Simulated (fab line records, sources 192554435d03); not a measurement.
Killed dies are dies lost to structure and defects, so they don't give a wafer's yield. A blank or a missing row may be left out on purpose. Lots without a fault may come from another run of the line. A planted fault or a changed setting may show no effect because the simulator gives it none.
Chamber matching | flow n5_finfet | N5_BEOL_M8_PECVD_70 on pecvd-04: 3 sister chambers
The step deposits SiO2 from TEOS/O2, target thk 20 nm, time 22.7 s. 6 wafers are shown with their chamber, then 7 later ones without.

WAFERS WITH THEIR CHAMBER
wafer  | chamber | throttle_valve_pct (%) | showerhead_plenum_p_Torr (Torr)
L080.2 | 2       | 22.2                   | 8.83
L085.4 | 1       | 23.2                   | 8.72
L085.5 | 0       | 24.4                   | 8.86
L085.6 | 1       | 23.5                   | 8.74
L093.1 | 0       | 24.7                   | 8.87
L093.4 | 2       | 21.5                   | 8.85

WAFERS WITHOUT THEIR CHAMBER
wafer  | throttle_valve_pct (%) | showerhead_plenum_p_Torr (Torr)
L093.6 | 24.4                   | 8.86
L092.2 | 23.6                   | 8.75
L092.4 | 24.5                   | 8.85
L092.6 | 21.4                   | 8.82
L096.2 | 24.2                   | 8.86
L096.3 | 21.9                   | 8.83
L096.5 | 23.3                   | 8.73

WHICH CHAMBER EACH WENT THROUGH
wafer  | from the rows above | in truth
L093.6 | 0                   | 0
L092.2 | 1                   | 1
L092.4 | 0                   | 0
L092.6 | 2                   | 2
L096.2 | 0                   | 0
L096.3 | 2                   | 2
L096.5 | 1                   | 1
Placed correctly: 7 of 7. Can't be placed from these rows: 0. Placed wrongly: 0.
How it was worked out, from the rows above alone: a wafer's distance from a chamber is the root of the sum, over the readings, of the square of ((its reading less the chamber's mean) divided by the reading's scatter). The wafer belongs to the nearest chamber; if the next one is less than 2 further off, it can't be placed. A chamber's mean is the mean of its shown wafers. The scatter: the root of (the sum of the squares of (reading less its chamber's mean) over the shown wafers, divided by (wafers less chambers)).
